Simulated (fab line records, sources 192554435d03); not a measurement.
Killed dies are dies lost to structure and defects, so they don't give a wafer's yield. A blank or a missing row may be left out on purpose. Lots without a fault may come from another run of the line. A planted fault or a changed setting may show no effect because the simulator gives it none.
Split-lot experiment | flow n5_finfet | 7 lots, 21 wafers read, on a route of 1938 steps

THE SPLIT
At N5_PASSIVATION_AL_DEP_21 (deposits Al, target thk 2800 nm, time 170 s), the setting time_s was moved away from the recipe's 170 s on 4 of the 21 wafers read, by -14.4% to +14.8%. The other wafers ran this setting at the recipe's value.

The reading is taken at the split's own step.

THE READING
Al_of_PASSIVATION_AL_DEP_21.thk_nm (the simulator's own value, which no gauge read), in nm, at N5_PASSIVATION_AL_DEP_21 (deposits Al, target thk 2800 nm, time 170 s). The file gives no usual value for it. The 17 wafers here that ran the recipe average 2770 nm, standard deviation 24 nm.

wafer  | tool, chamber at the split | time_s as run, s | against the recipe | Al_of_PASSIVATION_AL_DEP_21.thk_nm, nm | against lot-mates on the recipe
L078.1 | pvd_sputter-02, -          | 170              | recipe             | 2759                                   | -
L078.2 | pvd_sputter-02, -          | 170              | recipe             | 2754                                   | -
L078.3 | pvd_sputter-02, -          | 170              | recipe             | 2801                                   | -
L074.2 | pvd_sputter-01, -          | 170              | recipe             | 2788                                   | -
L074.4 | pvd_sputter-01, -          | 170              | recipe             | 2808                                   | -
L074.6 | pvd_sputter-01, -          | 163.3            | -3.9%              | 2753                                   | -45
L080.2 | pvd_sputter-03, -          | 145.6            | -14.4%             | 2366                                   | -420
L080.3 | pvd_sputter-03, -          | 170              | recipe             | 2793                                   | -
L080.6 | pvd_sputter-03, -          | 170              | recipe             | 2780                                   | -
L089.1 | pvd_sputter-02, -          | 170              | recipe             | 2774                                   | -
L089.4 | pvd_sputter-02, -          | 170              | recipe             | 2781                                   | -
L089.6 | pvd_sputter-02, -          | 170              | recipe             | 2765                                   | -
L094.1 | pvd_sputter-01, -          | 170              | recipe             | 2755                                   | -
L094.3 | pvd_sputter-01, -          | 170              | recipe             | 2724                                   | -
L094.4 | pvd_sputter-01, -          | 145.8            | -14.2%             | 2415                                   | -324
L093.3 | pvd_sputter-02, -          | 170              | recipe             | 2795                                   | -
L093.4 | pvd_sputter-02, -          | 170              | recipe             | 2766                                   | -
L093.6 | pvd_sputter-02, -          | 195.1            | +14.8%             | 3249                                   | +468
L095.1 | pvd_sputter-02, -          | 170              | recipe             | 2777                                   | -
L095.4 | pvd_sputter-02, -          | 170              | recipe             | 2713                                   | -
L095.5 | pvd_sputter-02, -          | 170              | recipe             | 2765                                   | -

THE FIT
A straight line over all 21 wafers: Al_of_PASSIVATION_AL_DEP_21.thk_nm changes by +28.3 nm for each +1% of time_s; r = +0.98; the points scatter about the line by 35 nm.
The same after taking each lot's own level away (the mean of its wafers on the recipe; 21 wafers): +27.9 nm for each +1%; r = +0.98; scatter 30 nm.
On that fit, the largest move of time_s shifts the reading by 4.1e+02 nm.
The lots' own levels span 2739.5 to 2798.0 nm, that is 2.4 times the standard deviation above.
So the lot-to-lot level changes the slope little: the two slopes agree.
Check: with one of the wafers moved furthest among these (+14.8%) left out of the fit, the line predicts +382 nm for it against its lot-mates. It came out at +468 nm against them.

OTHER SPLITS ON THESE WAFERS
These wafers also went through other splits before the reading. Each is held against what the fit with the lots' levels taken away leaves over:
other split on the same wafers        | wafers away from the commonest value | r with Al_of_PASSIVATION_AL_DEP_21.thk_nm (lot level and that fit taken away)
N5_BEOL_M9_COAT_05 spin_rpm           | 8                                    | +0.01
N5_BEOL_M11_COAT_05 spin_rpm          | 4                                    | +0.23
N5_BEOL_M11_ETCH_41 time_s            | 8                                    | +0.32
N5_BEOL_M13_COAT_04 spin_rpm          | 5                                    | +0.12
N5_BEOL_M13_ETCH_68 time_s            | 8                                    | -0.02
N5_BEOL_M14_PEB_26 peb_temp_c         | 6                                    | +0.14
N5_BEOL_M14_DEVELOP_27 develop_time_s | 4                                    | +0.18
N5_MIM_TOP_SPUTTER_03 time_s          | 7                                    | -0.06

THE FILE'S OWN FIT
Al_of_PASSIVATION_AL_DEP_21.thk_nm changes by +27.6 nm for each +1% of time_s, r = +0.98.
